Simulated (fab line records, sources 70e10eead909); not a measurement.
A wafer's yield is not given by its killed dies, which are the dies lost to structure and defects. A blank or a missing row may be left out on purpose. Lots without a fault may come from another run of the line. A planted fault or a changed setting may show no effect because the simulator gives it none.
Tool commonality check | flow nand harc | Lots sampled 14, wafers sampled 42

== THE REASON FOR OPENING IT ==
At NHARC_A_ONON_D1_THK_MEAS_21 the reading thk nm is flagged on 2 of 14 lots. No-fault wafers: 1001 nm, standard deviation 8.4.
Rule: a lot gets a flag if all its wafers with a number sit over 4 standard deviations from that mean, or if no wafer of it has a number. As for the other lots, they are considered sound.

lot  | measured     | on            | thk nm (nm), wafer by wafer | flag
L320 | day 8 08:01  | film metro-02 | 997 998 998                 |
L323 | day 8 15:18  | film metro-01 | 1005 1006 1003              |
L324 | day 9 03:01  | film metro-01 | 1000 1001 999               |
L326 | day 9 09:26  | film metro-01 | 1002 1003 1002              |
L328 | day 10 00:16 | film metro-02 | 991 992 991                 |
L327 | day 10 00:30 | film metro-02 | 1003 1004 1001              |
L330 | day 10 09:31 | film metro-01 | 997 997 998                 |
L331 | day 11 06:20 | film metro-01 | 1567 1567 1569              | FLAGGED
L334 | day 11 06:41 | film metro-01 | 1579 1576 1577              | FLAGGED
L333 | day 12 01:48 | film metro-01 | 1010 1008 1008              |
L338 | day 12 19:25 | film metro-01 | 1012 1014 1012              |
L341 | day 13 13:56 | film metro-02 | 1008 1007 1005              |
L342 | day 13 14:15 | film metro-02 | 994 993 992                 |
L340 | day 13 14:17 | film metro-02 | 1007 1007 1007              |
The mean of the flagged lots' numbers is 1572 nm, +572 nm from the usual (+68 standard deviations).

== TOOL THAT RAN EACH LOT ==
The record holds 4 process steps before the reading, out of a route of 1159 steps. In each cell: the tool, then ch and the chambers that the sampled wafers went through, then the start.
lot  | flag    | NHARC_P_BONDPAD_PRE_CLEAN_26            | NHARC_P_BONDPAD_ANNEAL_28        | NHARC_A_ZERO_WELL_RTA_16         | NHARC_A_ONON_D1_DEP_19
L320 |         | pvd sputter-02, day 6 20:53 or earlier  | rtp anneal-01 ch 0, day 6 20:53  | rtp anneal-02 ch 0, day 7 00:33  | pecvd onon-02 ch 0, day 8 07:30
L323 |         | pvd sputter-01, day 7 02:19 or earlier  | rtp anneal-02 ch 0, day 7 02:19  | rtp anneal-01 ch 0, day 7 05:52  | pecvd onon-04 ch 0, day 8 14:51
L324 |         | pvd sputter-01, day 7 10:22 or earlier  | rtp anneal-01 ch 0, day 7 10:22  | rtp anneal-01 ch 0, day 7 14:08  | pecvd onon-02 ch 0, day 9 02:30
L326 |         | pvd sputter-03, day 7 21:53 or earlier  | rtp anneal-02 ch 0, day 7 21:53  | rtp anneal-02 ch 0, day 8 01:26  | pecvd onon-04 ch 0, day 9 09:02
L328 |         | pvd sputter-02, day 8 08:20 or earlier  | rtp anneal-02 ch 0, day 8 08:20  | rtp anneal-02 ch 0, day 8 11:46  | pecvd onon-01 ch 0, day 9 23:46
L327 |         | pvd sputter-02, day 8 09:02 or earlier  | rtp anneal-02 ch 0, day 8 09:02  | rtp anneal-01 ch 0, day 8 12:30  | pecvd onon-02 ch 0, day 10 00:02
L330 |         | pvd sputter-03, day 8 23:56 or earlier  | rtp anneal-02 ch 0, day 8 23:56  | rtp anneal-02 ch 0, day 9 03:16  | pecvd onon-02 ch 0, day 10 09:01
L331 | FLAGGED | pvd sputter-01, day 9 20:25 or earlier  | rtp anneal-01 ch 0, day 9 20:25  | rtp anneal-02 ch 0, day 9 23:49  | pecvd onon-02 ch 0, day 11 06:00
L334 | FLAGGED | pvd sputter-02, day 9 19:43 or earlier  | rtp anneal-01 ch 0, day 9 19:43  | rtp anneal-01 ch 0, day 9 23:03  | pecvd onon-02 ch 0, day 11 06:17
L333 |         | pvd sputter-02, day 10 12:10 or earlier | rtp anneal-02 ch 0, day 10 12:10 | rtp anneal-02 ch 0, day 10 15:42 | pecvd onon-04 ch 0, day 12 01:17
L338 |         | pvd sputter-01, day 11 03:18 or earlier | rtp anneal-02 ch 0, day 11 03:18 | rtp anneal-01 ch 0, day 11 06:46 | pecvd onon-04 ch 0, day 12 18:58
L341 |         | pvd sputter-01, day 12 02:49 or earlier | rtp anneal-02 ch 0, day 12 02:49 | rtp anneal-02 ch 0, day 12 06:07 | pecvd onon-04 ch 0, day 13 13:25
L342 |         | pvd sputter-03, day 12 03:05 or earlier | rtp anneal-01 ch 0, day 12 03:05 | rtp anneal-01 ch 0, day 12 06:48 | pecvd onon-01 ch 0, day 13 13:47
L340 |         | pvd sputter-02, day 12 01:50 or earlier | rtp anneal-02 ch 0, day 12 01:50 | rtp anneal-02 ch 0, day 12 05:22 | pecvd onon-04 ch 0, day 13 13:53
These steps, and what they do:
- NHARC_P_BONDPAD_PRE_CLEAN_26: time 30 s.
- NHARC_P_BONDPAD_ANNEAL_28: time 90 s.
- NHARC_A_ZERO_WELL_RTA_16: time 10 s.
- NHARC_A_ONON_D1_DEP_19: target thk 1000 nm.
- NHARC_A_ONON_D1_THK_MEAS_21: measures by ellipsometry.

== FLAGGED OVER TOTAL, TOOL BY TOOL (the gauges that took the reading come last) ==
step                         | tool           | lots run | flagged | share of the flagged lots | sound lots run after its first flagged lot
NHARC_P_BONDPAD_PRE_CLEAN_26 | pvd sputter-01 | 5        | 1       | some                      | 2 (L338,L341)
NHARC_P_BONDPAD_PRE_CLEAN_26 | pvd sputter-02 | 6        | 1       | some                      | 2 (L333,L340)
NHARC_P_BONDPAD_PRE_CLEAN_26 | pvd sputter-03 | 3        | 0       | none                      | -
NHARC_P_BONDPAD_ANNEAL_28    | rtp anneal-01  | 5        | 2       | all                       | 1 (L342)
NHARC_P_BONDPAD_ANNEAL_28    | rtp anneal-02  | 9        | 0       | none                      | -
NHARC_A_ZERO_WELL_RTA_16     | rtp anneal-01  | 6        | 1       | some                      | 2 (L338,L342)
NHARC_A_ZERO_WELL_RTA_16     | rtp anneal-02  | 8        | 1       | some                      | 3 (L333,L340,L341)
NHARC_A_ONON_D1_DEP_19       | pecvd onon-01  | 2        | 0       | none                      | -
NHARC_A_ONON_D1_DEP_19       | pecvd onon-02  | 6        | 2       | all                       | 0
NHARC_A_ONON_D1_DEP_19       | pecvd onon-04  | 6        | 0       | none                      | -
NHARC_A_ONON_D1_THK_MEAS_21  | film metro-01  | 8        | 2       | all                       | 2 (L333,L338)
NHARC_A_ONON_D1_THK_MEAS_21  | film metro-02  | 6        | 0       | none                      | -
With no start given for some of its lots, NHARC_P_BONDPAD_PRE_CLEAN_26 uses the hours and lot order of NHARC_P_BONDPAD_ANNEAL_28.

== WHAT THE TABLE PERMITS ==
3 rows of the table ran every flagged lot: rtp anneal-01 at NHARC_P_BONDPAD_ANNEAL_28, pecvd onon-02 at NHARC_A_ONON_D1_DEP_19, film metro-01 at NHARC_A_ONON_D1_THK_MEAS_21.
- rtp anneal-01 at NHARC_P_BONDPAD_ANNEAL_28 ran 5 lots, 2 of them flagged. After the first flagged lot (L342), sound lots still ran on it; a lasting fault on the whole tool would not permit that.
- pecvd onon-02 at NHARC_A_ONON_D1_DEP_19 ran 6 lots, 2 of them flagged. It ran its last sound lot, L330, at day 10 09:01 and its first flagged lot, L331, at day 11 06:00: a fault with its onset between the two fits.
- film metro-01 at NHARC_A_ONON_D1_THK_MEAS_21 ran 8 lots, 2 of them flagged. After the first flagged lot (L333, L338), sound lots still ran on it; a lasting fault on the whole tool would not permit that.
One tool is left: pecvd onon-02 at NHARC_A_ONON_D1_DEP_19.

== WHAT WAS PUT IN BY THE SIMULATOR ==
Drift in process parameters on pecvd onon-02 at NHARC_A_ONON_D1_DEP_19, starting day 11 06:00. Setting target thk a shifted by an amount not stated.
Lots struck among those shown: L331, L334. This agrees with what the rule above found.
